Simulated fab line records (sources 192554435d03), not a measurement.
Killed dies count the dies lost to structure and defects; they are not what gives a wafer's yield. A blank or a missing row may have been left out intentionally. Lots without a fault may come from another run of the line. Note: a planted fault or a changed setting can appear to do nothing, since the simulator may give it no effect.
Lot-split experiment | flow n5-finfet | on a route of 1938 steps: 7 lots, 39 wafers read

## SPLIT DETAILS
At N5_BEOL_M1_ILD_DEP_00 (deposits SiOC from DEMS/O2, target thk 79 nm, time 15.3 s), the setting target-thk-a was moved away from the recipe's 790 angstrom on 15 of the 39 wafers read, by -40.7% to +56.8%. All remaining wafers had this setting at the recipe value.

There is no step in the file separating the split from the reading.

## THE READING
M1_ILD_THK (nm), taken at N5_BEOL_M1_THK_MEAS_01. Fault-free wafers of this fab line usually give 78.8 nm, standard deviation 0.97 nm.

wafer  | tool, chamber at the split | target-thk-a as run, angstrom | against the recipe | M1_ILD_THK, nm | against lot-mates on the recipe
L075.1 | pecvd-01, 1                | 1001                          | +26.7%             | 100.3          | +20.8
L075.2 | pecvd-01, 0                | 790                           | recipe             | 79.0           | -
L075.3 | pecvd-01, 2                | 1001                          | +26.7%             | 99.2           | +19.7
L075.4 | pecvd-01, 2                | 1001                          | +26.7%             | 101.1          | +21.6
L075.5 | pecvd-01, 0                | 790                           | recipe             | 79.9           | -
L075.6 | pecvd-01, 1                | 790                           | recipe             | 79.6           | -
L078.1 | pecvd-01, 2                | 468.6                         | -40.7%             | 45.4           | -33.1
L078.2 | pecvd-01, 0                | 468.6                         | -40.7%             | 45.7           | -32.8
L078.3 | pecvd-01, 1                | 790                           | recipe             | 77.7           | -
L078.4 | pecvd-01, 0,1              | 790                           | recipe             | 79.0           | -
L078.5 | pecvd-01, 2                | 468.6                         | -40.7%             | 46.9           | -31.6
L078.6 | pecvd-01, 0,1              | 790                           | recipe             | 78.9           | -
L080.1 | pecvd-03, 1                | 790                           | recipe             | 79.1           | -
L080.5 | pecvd-03, 2,0              | 790                           | recipe             | 80.8           | -
L080.6 | pecvd-03, 2,0              | 790                           | recipe             | 80.7           | -
L081.1 | pecvd-01, 2,1,2,0          | 790                           | recipe             | 78.1           | -
L081.2 | pecvd-01, 1                | 790                           | recipe             | 77.8           | -
L081.3 | pecvd-01, 0                | 790                           | recipe             | 77.3           | -
L081.4 | pecvd-01, 2,1,2,0          | 790                           | recipe             | 78.2           | -
L081.5 | pecvd-01, 2,1,2,0          | 790                           | recipe             | 78.2           | -
L081.6 | pecvd-01, 2,1,2,0          | 790                           | recipe             | 78.2           | -
L083.1 | pecvd-01, 0,2              | 1017                          | +28.7%             | 100.7          | +21.8
L083.2 | pecvd-01, 1                | 790                           | recipe             | 77.6           | -
L083.3 | pecvd-01, 0,2              | 1017                          | +28.7%             | 100.6          | +21.7
L083.4 | pecvd-01, 1                | 790                           | recipe             | 79.6           | -
L083.5 | pecvd-01, 2                | 790                           | recipe             | 79.4           | -
L083.6 | pecvd-01, 0                | 1017                          | +28.7%             | 101.9          | +23.0
L091.1 | pecvd-02, 2                | 790                           | recipe             | 79.7           | -
L091.2 | pecvd-02, 0                | 1086                          | +37.5%             | 108.7          | +29.0
L091.3 | pecvd-02, 1                | 790                           | recipe             | 79.2           | -
L091.4 | pecvd-02, 2                | 790                           | recipe             | 80.2           | -
L091.5 | pecvd-02, 0                | 1086                          | +37.5%             | 109.8          | +30.1
L091.6 | pecvd-02, 1                | 1086                          | +37.5%             | 110.5          | +30.8
L093.1 | pecvd-01, 1                | 1239                          | +56.8%             | 121.9          | +43.1
L093.2 | pecvd-01, 2                | 1239                          | +56.8%             | 122.9          | +44.1
L093.3 | pecvd-01, 0                | 790                           | recipe             | 78.0           | -
L093.4 | pecvd-01, 1                | 790                           | recipe             | 79.1           | -
L093.5 | pecvd-01, 2                | 1239                          | +56.8%             | 125.0          | +46.2
L093.6 | pecvd-01, 0                | 790                           | recipe             | 79.3           | -
When a row names more than one chamber, that row covers several wafers, and the file does not tell which wafer ran in which chamber.

THE FIT
A straight line over all 39 wafers: M1_ILD_THK changes by +0.795 nm for each +1% of target-thk-a; r = +1.00; the points scatter about the line by 1 nm.
The same after taking each lot's own level away (the mean of its wafers on the recipe; 39 wafers): +0.789 nm for each +1%; r = +1.00; scatter 0.75 nm.
That fit puts the effect of the largest move of target-thk-a on the reading at 45 nm.
The span of the lots' own levels, 77.97 to 80.20 nm, comes to 2.3 times the standard deviation stated above.
The two slopes are in agreement: the lot-to-lot level therefore moves the slope only a little.
Check: +45 nm against its lot-mates is what the line predicts for one of the wafers moved furthest among these (+56.8%) when that wafer is left out of the fit. Against them it came out at +43.1 nm.

## ADDITIONAL SPLITS CARRIED BY THESE WAFERS
These wafers also went through other splits before the reading. Each is held against what the fit with the lots' levels taken away leaves over:
other split on the same wafers              | wafers away from the commonest value | r with M1_ILD_THK (lot level and that fit taken away)
N5_ZERO_LAYER_DEVELOP_10 develop-time-s     | 15                                   | +0.08
N5_FIN_CUT_ETCH_21 time-s                   | 12                                   | -0.18
N5_SD_EPI_N_ETCH_45 target-depth-a          | 9                                    | -0.02
N5_SDB_ETCH_18 time-s                       | 18                                   | -0.06
N5_MOL_CONTACT_COAG_ETCH_124 target-depth-a | 9                                    | -0.01

## THE WHOLE CHAIN: every reading that the file lists as answering this split, in the file's order
step                   | what it does                                              | reading                                                                            | change (the file's fit)               | r (the file's)
N5_BEOL_M1_ILD_DEP_00  | deposits SiOC from DEMS/O2, target thk 79 nm, time 15.3 s | SiOC_of_BEOL_M1_ILD_DEP_00.thk-nm (the simulator's own value, which no gauge read) | +0.788 nm for each +1% of the setting | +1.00
N5_BEOL_M1_THK_MEAS_01 |                                                           | M1_ILD_THK                                                                         | +0.787 for each +1% of the setting    | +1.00

## THE FILE'S OWN FIT
M1_ILD_THK changes by +0.787 nm for each +1% of target-thk-a, r = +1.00.
